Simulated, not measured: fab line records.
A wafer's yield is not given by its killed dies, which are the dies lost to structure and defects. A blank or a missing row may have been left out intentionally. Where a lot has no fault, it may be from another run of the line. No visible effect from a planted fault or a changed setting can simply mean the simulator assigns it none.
Which tool did it? ; flow nand-harc ; 6 lots, 18 wafers sampled, at 3 steps of a route of 1159

## WHAT THE GAUGES READ, wafer by wafer
NHARC_A_ONON_D1_THK_MEAS_30: measures by ellipsometry.
lot;measured;on;thk-nm (nm)
L545;day 8 16:31;film-metro-01;992 990 993
L549;day 9 08:25;film-metro-01;991 992 990
L553;day 10 04:22;film-metro-01;1591 1592 1590
L557;day 11 05:10;film-metro-02;996 996 995
L563;day 12 20:33;film-metro-02;999 998 996
L565;day 13 07:41;film-metro-02;1011 1010 1010

## WHAT TOOL EACH LOT RAN ON (gives the tool, then ch and the chambers of the sampled wafers, and finally the start)
lot;NHARC_A_ZERO_WELL_ETCH_13;NHARC_A_ONON_D1_DEP_28
L545;rie-si-04 ch 0,2,3, day 7 05:21;pecvd-onon-02 ch 0, day 8 16:11
L549;rie-si-01 ch 0,3, day 7 21:59;pecvd-onon-02 ch 0, day 9 07:58
L553;rie-si-01 ch 0,1,3, day 8 16:50;pecvd-onon-03 ch 0, day 10 03:58
L557;rie-si-01 ch 0,2, day 9 20:16;pecvd-onon-01 ch 0, day 11 04:43
L563;rie-si-04 ch 0,2,3, day 11 02:26;pecvd-onon-01 ch 0, day 12 20:06
L565;rie-si-01 ch 0,1,2, day 11 19:17;pecvd-onon-01 ch 0, day 13 07:14
- NHARC_A_ZERO_WELL_ETCH_13: etches the open film in HBr/Cl2, target depth 120 nm, time 40.1 s.
- NHARC_A_ONON_D1_DEP_28: target thk 1000 nm.

## THE ANSWER, worked out from the rows above alone
Rule: the lots themselves supply what counts as usual. Put in order of their means at a reading, lots are off if they are a third of the lots or fewer, leave a main group of 4 or more, and stand apart from it by a gap of 3 or more times the standard deviation of the main group's means; of several such gaps the widest counts. The tables above print the reading to a certain number of digits; a main group whose means all agree to those digits is not used. Also off: a lot with no number at a reading for which 4 or more lots have one. Where the step has rows for the other lots, those lots are counted as sound.
Off: L553, at NHARC_A_ONON_D1_THK_MEAS_30 (thk-nm). The main group has a mean of 997 nm with a standard deviation of 7.
If a tool, at a process step before that reading, ran all the lots that are off and no sound lot after the first of them, it fits. Gauges at NHARC_A_ONON_D1_THK_MEAS_30: tried the same way as those tools. Can't be told from this: 2 tools fit, pecvd-onon-03 at NHARC_A_ONON_D1_DEP_28, film-metro-01 at NHARC_A_ONON_D1_THK_MEAS_30.

## WHAT THE SIMULATOR HAD INSERTED
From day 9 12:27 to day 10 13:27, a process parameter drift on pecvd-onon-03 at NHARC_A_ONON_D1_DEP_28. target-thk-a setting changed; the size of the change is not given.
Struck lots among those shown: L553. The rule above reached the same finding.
